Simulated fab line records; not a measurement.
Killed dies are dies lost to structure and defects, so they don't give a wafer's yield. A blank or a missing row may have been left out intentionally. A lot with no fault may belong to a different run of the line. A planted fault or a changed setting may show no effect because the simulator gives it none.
fab line records -- flow nand_harc
record lots=13, wafers=39, last_day=34
route steps=1302 shown A_SLIT@939 A_WL_FILL@966 END@1302
lots that met no fault: from a run of the same line without faults
start_h: hours from the record's opening day to when the first of the lot's shown wafers began -- wait_h: hours since the lot's step before -- " same as the row above -- L1.1+2: several wafers, shown together as one row -- - no value, or no start given -- * or withheld: withheld -- < > ~ a bound
route shown NAME@n: a module of which the file shows steps, and the number in the route of the first -- usual: average and standard deviation across the fault-free wafers -- same: alike in all rows -- chamber/n: place in a boat -- sites: the reading at each site -- _std_site: standard deviation of those values -- _edge_site: inner sites' mean taken away from outer sites' mean -- radius_mm: how far each site lies from the wafer's centre -- mask NAME#n: copy n -- behind: the last tool/chamber to shape the wafer -- hold: why the lot was held/for how many hours/how that ended -- device: whichever transistor did not switch (one of n, p or np) -- end of line: tests of these same wafers at the route's end -- a step without rows: its recipe alone -- killed: the dies lost at the first sort to structure and to defects; this is not the yield of the wafer -- map: per-die view of a wafer (x killed, . not killed, _ where there is no die)
set.NAME: the setting the step ran with; set.NAME@STEP: the setting that earlier step ran with -- model.NAME: the simulator's own value behind a step, which no gauge read
route steps across a sampled set of lots; one table per step, one row per wafer
services: the hour from which a tool's chamber was out of use, counted from the record's first day as start_h (under 0 if before that day), plus the number of hours and why
## steps
# step NHARC_A_SLIT_ETCH_17
# recipe bias_v=900, source_w=withheld, pressure_mtorr=20, ar_flow_sccm=375, c4f8_flow_sccm=83.3, o2_flow_sccm=41.7, time_s=4254.5, target_depth_a=2.03e+05, chemistry=C4F8/O2/Ar
# usual drypump_motor_current_A=6.1/0.5, oes_air_line_au=1.000/0.022, showerhead_plenum_p_Torr=3.73/0.18, throttle_valve_pct=32.044/0.0091
lot.wafer,tool,chamber,start_h,wait_h,drypump_motor_current_A,oes_air_line_au,rf_hours_counter_h,showerhead_plenum_p_Torr,throttle_valve_pct
L285.3,har_etch-02,0,455.89,-,5.3,0.986,-,3.92,32.037
L285.5,har_etch-02,0,457.10,-,5.3,0.989,-,3.92,32.047
L285.6,har_etch-02,1,457.10,-,6.1,1.059,-,3.92,32.058
L288.4,har_etch-02,1,496.40,-,6.1,0.990,-,3.91,32.032
L288.6,har_etch-02,0,496.40,-,5.3,1.033,-,3.91,32.045
L288.5,har_etch-02,1,496.40,-,6.1,1.020,-,3.91,32.036
L294.4,har_etch-01,0,561.96,-,6.5,1.036,-,3.47,32.068
L294.3,har_etch-01,1,561.96,-,6.6,1.000,-,3.62,32.048
L294.5,har_etch-01,1,563.78,-,6.6,0.993,-,3.62,32.046
L295.4,har_etch-01,1,572.83,-,6.6,0.987,-,3.62,32.034
L295.3,har_etch-01,0,572.83,-,6.5,0.979,-,3.47,32.048
L295.5,har_etch-01,1,572.83,-,6.6,1.000,-,3.62,32.041
L297.2,har_etch-01,0,579.68,-,6.4,0.962,317,3.47,32.054
L297.1,har_etch-01,1,579.68,-,6.6,0.958,317,3.62,32.045
L297.4,har_etch-01,1,581.50,-,6.6,0.957,-,3.62,32.060
L298.3,har_etch-02,1,603.49,-,6.1,0.963,-,3.87,32.046
L298.4,har_etch-02,0,603.49,-,5.3,1.002,-,3.87,32.053
L298.6,har_etch-02,1,603.49,-,6.1,1.006,-,3.87,32.036
L300.1,har_etch-01,1,607.20,-,6.6,1.036,333,3.61,32.048
L300.2,har_etch-01,0,607.20,-,6.4,1.038,333,3.46,32.045
L300.3,har_etch-01,0,609.03,-,6.4,1.013,-,3.46,32.041
L302.1,har_etch-01,0,625.02,-,6.4,1.011,340,3.46,32.046
L302.2,har_etch-01,1,625.02,-,6.6,1.039,340,3.60,32.058
L302.5,har_etch-01,1,628.06,-,6.6,1.020,-,3.60,32.046
L301.1,har_etch-02,0,626.03,-,5.3,0.997,142,3.86,32.045
L301.2,har_etch-02,1,626.03,-,6.1,0.992,142,3.86,32.063
L301.3,har_etch-02,0,626.03,-,5.3,1.003,-,3.86,32.038
L305.2,har_etch-02,0,653.86,-,5.3,1.011,157,3.85,32.043
L305.1,har_etch-02,1,653.86,-,6.1,0.984,157,3.85,32.052
L305.3,har_etch-02,1,655.69,-,6.1,0.990,-,3.85,32.038
L304.1,har_etch-01,0,656.41,-,6.4,0.970,359,3.45,32.039
L304.3,har_etch-01,1,656.41,-,6.6,1.019,-,3.59,32.056
L304.5,har_etch-01,0,658.78,-,6.4,0.976,-,3.45,32.031
L306.1,har_etch-01,1,667.26,-,6.5,0.985,367,3.59,32.048
L306.4,har_etch-01,1,668.46,-,6.6,1.008,-,3.59,32.043
L306.3,har_etch-01,0,668.46,-,6.5,0.989,-,3.44,32.047
L307.2,har_etch-02,1,684.85,-,6.1,0.991,176,3.84,32.060
L307.6,har_etch-02,1,687.28,-,6.1,1.026,-,3.84,32.028
L307.5,har_etch-02,0,687.28,-,5.3,0.992,-,3.84,32.034
# step NHARC_A_SLIT_CD_MEAS_21
# usual cd_nm=289.4/1.1
lot.wafer,tool,chamber,start_h,wait_h,cd_nm
L285.3,cd_sem-02,-,459.82,-,291.1
L285.5,cd_sem-02,-,459.82,-,290.7
L285.6,cd_sem-02,-,459.82,-,290.5
L288.4,cd_sem-03,-,499.69,-,288.9
L288.5,cd_sem-03,-,499.69,-,289.4
L288.6,cd_sem-03,-,499.69,-,291.0
L294.3,cd_sem-03,-,565.82,-,290.0
L294.4,cd_sem-03,-,565.82,-,290.7
L294.5,cd_sem-03,-,565.82,-,290.4
L295.3,cd_sem-01,-,576.73,0.1,289.2
L295.4,cd_sem-01,-,576.73,0.1,288.3
L295.5,cd_sem-01,-,576.73,0.1,288.1
L297.1,cd_sem-02,-,591.76,-,288.8
L297.2,cd_sem-02,-,591.76,-,288.7
L297.4,cd_sem-02,-,591.76,-,289.1
L298.3,cd_sem-02,-,607.33,-,289.4
L298.4,cd_sem-02,-,607.33,-,288.7
L298.6,cd_sem-02,-,607.33,-,290.5
L300.1,cd_sem-01,-,612.28,-,289.1
L300.2,cd_sem-01,-,612.28,-,290.2
L300.3,cd_sem-01,-,612.28,-,290.0
L302.1,cd_sem-01,-,630.09,-,288.1
L302.2,cd_sem-01,-,630.09,-,289.3
L302.5,cd_sem-01,-,630.09,-,288.3
L301.1,cd_sem-02,-,631.12,-,289.5
L301.2,cd_sem-02,-,631.12,-,288.5
L301.3,cd_sem-02,-,631.12,-,289.9
L305.1,cd_sem-01,-,658.94,-,288.3
L305.2,cd_sem-01,-,658.94,-,289.9
L305.3,cd_sem-01,-,658.94,-,288.1
L304.1,cd_sem-02,-,660.80,-,289.0
L304.3,cd_sem-02,-,660.80,-,289.1
L304.5,cd_sem-02,-,660.80,-,289.9
L306.1,cd_sem-03,-,672.29,-,291.6
L306.3,cd_sem-03,-,672.29,-,289.2
L306.4,cd_sem-03,-,672.29,-,288.9
L307.2,cd_sem-03,-,689.92,-,288.0
L307.5,cd_sem-03,-,689.92,-,290.2
L307.6,cd_sem-03,-,689.92,-,290.3
# step NHARC_A_WL_FILL_ETCHBACK_16
# recipe target_depth_a=1200, time_s=24, c4f8_flow_sccm=withheld, o2_flow_sccm=8, ar_flow_sccm=withheld, rf_w=600, bias_w=800, chemistry=C4F8/O2/Ar
# usual oes_product_au=0.98/0.036, rf_vpp_V=723/3.7, run_length_s=45.3/0.44
lot.wafer,tool,chamber,start_h,wait_h,oes_product_au,rf_hours_counter_h,rf_vpp_V,run_length_s
L285.3,rie_diel-10,1,477.91,-,0.91,0.8,721,44.4
L285.6,rie_diel-10,2,477.91,-,0.94,-,728,45.7
L285.5,rie_diel-10,3,477.91,-,0.91,-,727,45.6
L288.6,rie_diel-09,1,517.86,-,0.99,-,723,45.1
L288.5,rie_diel-09,2,517.86,-,1.02,-,721,44.6
L288.4,rie_diel-09,0,517.86,-,1.00,-,720,46.0
L294.4,rie_diel-10,3,588.76,-,0.92,4.0,726,53.7
L294.3,rie_diel-10,0,588.76,-,0.92,4.1,719,53.2
L294.5,rie_diel-10,2,588.76,-,0.94,-,728,52.8
L295.3,rie_diel-10,3,595.99,-,0.92,4.3,725,53.9
L295.4,rie_diel-10,0,595.99,-,0.93,4.5,720,53.2
L295.5,rie_diel-10,2,595.99,-,0.94,-,727,53.1
L297.1,rie_diel-06,1,610.71,-,1.01,2.6,718,44.9
L297.2,rie_diel-06,2,610.71,-,1.00,3.8,718,45.1
L297.4,rie_diel-06,3,610.71,-,1.01,3.6,724,45.2
L298.3,rie_diel-06,2,628.26,-,0.99,4.0,718,45.1
L298.4,rie_diel-06,3,628.26,-,0.99,3.9,724,44.8
L298.6,rie_diel-06,1,628.26,-,1.01,-,719,44.8
L300.2,rie_diel-06,3,633.98,-,0.99,3.9,723,45.2
L300.1,rie_diel-06,0,633.98,-,1.00,3.2,727,45.9
L300.3,rie_diel-06,1,633.98,-,1.01,2.9,718,44.9
L302.1,rie_diel-09,3,651.48,-,1.01,5.8,729,44.9
L302.2,rie_diel-09,1,651.48,-,0.99,6.9,720,45.1
L302.5,rie_diel-09,0,651.48,-,1.00,-,720,45.9
L301.2,rie_diel-06,1,654.36,-,0.94,3.6,718,44.8
L301.1,rie_diel-06,2,654.36,-,0.92,4.9,719,45.2
L301.3,rie_diel-06,0,654.36,-,0.93,4.2,725,45.9
L304.3,rie_diel-10,1,677.16,-,1.02,2.4,721,44.5
L304.1,rie_diel-10,2,677.16,-,0.99,1.1,730,45.1
L304.5,rie_diel-10,1,677.16,-,1.02,-,723,44.9
L305.3,rie_diel-06,1,679.89,-,1.01,0.5,717,44.9
L305.2,rie_diel-06,2,679.89,-,0.98,0.4,719,45.3
L305.1,rie_diel-06,3,679.89,-,0.99,0.4,723,45.2
L306.3,rie_diel-09,3,695.54,-,1.02,0.7,728,45.0
L306.1,rie_diel-09,1,695.54,-,0.99,0.6,721,45.5
L306.4,rie_diel-09,3,695.54,-,1.02,-,725,45.4
L307.2,rie_diel-06,0,720.95,-,0.93,1.8,725,46.2
L307.5,rie_diel-06,1,720.95,-,0.93,-,717,44.7
L307.6,rie_diel-06,2,720.95,-,0.90,-,718,45.0
# step NHARC_A_WL_FILL_ALD_19
# recipe target_thk_a=20, pulse_time_s=3, ald_cycles=100, temp_c=450, material=TiN
# usual heater_power_w=1099/120, precursor_pulse_height_rel=1.002/0.021
lot.wafer,tool,chamber,start_h,wait_h,heater_power_w,precursor_pulse_height_rel
L285.3,ald_metal-01,2,485.61,0.1,937,1.006
L285.5,ald_metal-01,1,485.61,0.1,1053,1.010
L285.6,ald_metal-01,2,485.61,0.1,961,1.019
L288.5,ald_metal-04,2,523.50,0.2,943,1.001
L288.4,ald_metal-04,0,523.50,0.2,1097,0.983
L288.6,ald_metal-04,1,523.50,0.2,958,1.026
L294.4,ald_metal-01,1,594.47,0.1,995,1.007
L294.3,ald_metal-01,3,594.47,0.1,1286,1.021
L294.5,ald_metal-01,2,594.47,0.1,1034,1.009
L295.4,ald_metal-04,0,601.64,0.1,1113,0.989
L295.3,ald_metal-04,1,601.64,0.1,984,0.982
L295.5,ald_metal-04,1,601.64,0.1,959,0.988
L297.2,ald_metal-03,2,617.22,0.1,1336,0.996
L297.1,ald_metal-03,3,617.22,0.1,1040,1.000
L297.4,ald_metal-03,0,617.22,0.1,1081,1.023
L298.3,ald_metal-01,3,633.82,0.1,1285,0.998
L298.4,ald_metal-01,1,633.82,0.1,1002,0.999
L298.6,ald_metal-01,0,633.82,0.1,1082,0.997
L300.1,ald_metal-03,1,639.57,0.1,1116,1.003
L300.3,ald_metal-03,2,639.57,0.1,1324,0.979
L300.2,ald_metal-03,3,639.57,0.1,1044,0.987
L302.2,ald_metal-01,1,657.12,0.1,1002,1.010
L302.1,ald_metal-01,3,657.12,0.1,1293,0.985
L302.5,ald_metal-01,1,657.12,0.1,1019,1.005
L301.3,ald_metal-03,2,660.02,0.1,1313,1.028
L301.2,ald_metal-03,3,660.02,0.1,1066,1.026
L301.1,ald_metal-03,1,660.02,0.1,1129,1.010
L304.3,ald_metal-03,0,682.85,0.1,1086,0.982
L304.1,ald_metal-03,2,682.85,0.1,1322,0.973
L304.5,ald_metal-03,0,682.85,0.1,1136,1.024
L305.3,ald_metal-01,2,685.58,0.1,1035,1.037
L305.1,ald_metal-01,3,685.58,0.1,1301,0.984
L305.2,ald_metal-01,0,685.58,0.1,1046,1.018
L306.4,ald_metal-03,0,701.24,0.1,1127,1.025
L306.3,ald_metal-03,1,701.24,0.1,1078,1.026
L306.1,ald_metal-03,2,701.24,0.1,1309,1.017
L307.2,ald_metal-01,1,726.67,0.2,1025,0.954
L307.5,ald_metal-01,2,726.67,0.2,982,1.029
L307.6,ald_metal-01,3,726.67,0.2,1310,1.027
# step NHARC_END_SORT_01
# recipe temp_c=25
# usual killed_at_array=55/19, killed_at_other=0.9/1.4, killed_at_periphery=3.8/2.9, killed_dies=60/19, killed_open=3.3/1.8, killed_short=2.6/1.6
# same gross_dies=677
lot.wafer,tool,chamber,start_h,wait_h,killed_at_array,killed_at_other,killed_at_periphery,killed_dies,killed_open,killed_short
L295.3,prober-02,0,688.99,3.1,70,3,5,78,7,1
L295.4,prober-02,0,689.78,3.4,67,1,5,73,4,1
L295.5,prober-02,0,690.57,3.6,77,1,4,82,3,1
# killed by level:class
L295.3 A_CHANNEL_HOLE_D1:chamber_film_flake=37 A_SLIT:chamber_film_flake=21 THIN_TSV:chamber_film_flake=3 A_DECK1_JOINT:geometric_particle:open=2 A_CONTACT:chamber_film_flake=2 P_GATE:geometric_particle:open=1 P_CONTACT:geometric_particle:open=1 P_M1:geometric_particle:open=1
L295.4 A_SLIT:chamber_film_flake=28 A_CHANNEL_HOLE_D1:chamber_film_flake=22 A_CONTACT:chamber_film_flake=6 A_STAIRCASE:chamber_film_flake=3 P_GATE:chamber_film_flake=2 A_DECK1_JOINT:chamber_film_flake=2 A_WL_FILL:chamber_film_flake=2 P_STI:geometric_particle:open=1
L295.5 A_SLIT:chamber_film_flake=35 A_CHANNEL_HOLE_D1:chamber_film_flake=26 A_CONTACT:chamber_film_flake=3 A_CHANNEL_FILL_D1:chamber_film_flake=2 A_DECK1_JOINT:chamber_film_flake=2 A_STAIRCASE:chamber_film_flake=2 A_WL_FILL:chamber_film_flake=2 P_GATE:geometric_particle:open=1
## services
tool,chamber,start_h,hours,kind
ald_metal-04,0,461.41,8.0,repair
rie_diel-06,-,484.20,9.0,pm
ald_metal-01,3,492.36,10.8,repair
rie_diel-09,-,497.10,9.0,pm
ald_metal-01,1,499.23,26.6,repair
ald_metal-01,-,526.00,10.0,pm
rie_diel-06,1,528.07,10.5,repair
rie_diel-10,-,546.71,0.5,repair
rie_diel-10,1,548.95,2.2,repair
ald_metal-01,3,564.45,6.5,repair
ald_metal-03,-,568.00,10.0,pm
ald_metal-03,1,581.42,46.8,repair
rie_diel-10,-,596.50,9.0,pm
ald_metal-01,3,602.60,2.2,repair
rie_diel-10,2,608.18,25.9,repair
ald_metal-03,-,614.10,1.2,repair
rie_diel-10,0,619.89,3.8,repair
rie_diel-10,-,631.32,5.1,repair
rie_diel-06,1,638.72,2.1,repair
ald_metal-01,0,639.38,31.1,repair
rie_diel-06,-,661.20,9.0,pm
rie_diel-09,-,674.10,9.0,pm
rie_diel-09,2,690.36,8.0,repair
ald_metal-01,-,704.00,10.0,pm
## key
first_sign step=NHARC_A_WL_FILL_ETCHBACK_16, reading=run_length_s, direction=up, sigmas=18, usual=*, struck=*
effect none on later readings
met_at NHARC_A_WL_FILL_ETCHBACK_16
struck_lots L294,L295
tester_left_out L294,L295
not_acting_at NHARC_A_SLIT_ETCH_17,NHARC_A_SLIT_CD_MEAS_21,NHARC_A_WL_FILL_ALD_19
onset_between 477.91 588.76
fault kind=process_parameter_drift, tool=rie_diel-10, chamber=-, onset_h=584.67, steps=NHARC_A_WL_FILL_ETCHBACK_16, channel=time_s, offset=*, shape=step, end_h=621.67, acts_in=*, stated=*
# tester_left_out: of these lots the tester's yield and bins aren't shown, on N5 and GAA mostly nor the transistor test; their killed dies are dies lost to structure and defects alone, not to doping, threshold or leakage, so they don't give the yield
